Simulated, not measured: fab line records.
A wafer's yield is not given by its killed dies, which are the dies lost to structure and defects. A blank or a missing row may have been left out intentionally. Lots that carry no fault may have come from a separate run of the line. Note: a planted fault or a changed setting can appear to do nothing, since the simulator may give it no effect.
Matching of chambers ; flow n5Finfet ; N5_BEOL_M12_VIA_ETCH_16 on rieDiel-04: 4 sister chambers
The step etches SiOC in C4F8/O2/Ar, target depth 724.8 nm. 16 wafers are shown with their chamber, then 8 later ones without.

## EACH WAFER AND ITS CHAMBER
wafer;chamber;drypumpMotorCurrentA (A);showerheadPlenumPTorr (Torr);throttleValvePct (%)
L074.2;1;6.2;3.31;23.92
L074.3;2;5.8;3.38;24.50
L074.4;0;5.5;3.27;24.16
L075.1;0;5.5;3.27;24.17
L075.3;1;6.2;3.31;23.92
L075.5;2;5.8;3.38;24.49
L077.1;1;6.1;3.31;23.92
L077.2;0;5.5;3.27;24.18
L077.3;3;5.7;3.34;24.53
L080.2;1;6.2;3.30;23.94
L080.4;2;5.8;3.38;24.15
L080.5;0;5.5;3.27;24.18
L088.2;3;5.6;3.33;24.55
L088.5;2;5.8;3.37;24.17
L088.6;3;5.7;3.33;24.56
L091.2;3;5.7;3.32;24.56

SIGNATURES, as means of the wafers listed above
reading;chamber 0;chamber 1;chamber 2;chamber 3;scatter within a chamber
drypumpMotorCurrentA;5.500;6.175;5.800;5.675;0.0354
showerheadPlenumPTorr;3.2700;3.3075;3.3775;3.3300;0.0054
throttleValvePct;24.1725;23.9250;24.3275;24.5500;0.0973
Rule: a wafer's distance from a chamber is the root of the sum, over the readings, of the square of ((its reading less the chamber's mean) divided by the reading's scatter). If the next closest chamber is less than 2 further off than the closest, the wafer can't be placed; otherwise it belongs to the closest. The scatter is the square root of a quotient: the sum, over the shown wafers, of each reading's squared deviation from its chamber's mean, divided by wafers minus chambers.

## WAFERS WHOSE CHAMBER IS MISSING
wafer;drypumpMotorCurrentA (A);showerheadPlenumPTorr (Torr);throttleValvePct (%)
L091.4;6.1;3.29;23.96
L091.5;5.6;3.32;24.56
L093.1;5.5;3.25;24.23
L093.3;5.7;3.32;24.57
L093.5;5.5;3.25;24.23
L097.2;5.7;3.32;24.56
L097.3;5.5;3.25;24.23
L097.6;5.7;3.32;24.56

## CHAMBER TAKEN BY EACH
wafer;from the rows above;in truth
L091.4;1;1
L091.5;3;3
L093.1;0;0
L093.3;3;3
L093.5;0;0
L097.2;3;3
L097.3;0;0
L097.6;3;3
8 of 8 placed correctly. Can't be placed from these rows: 0. Wrongly placed: 0.
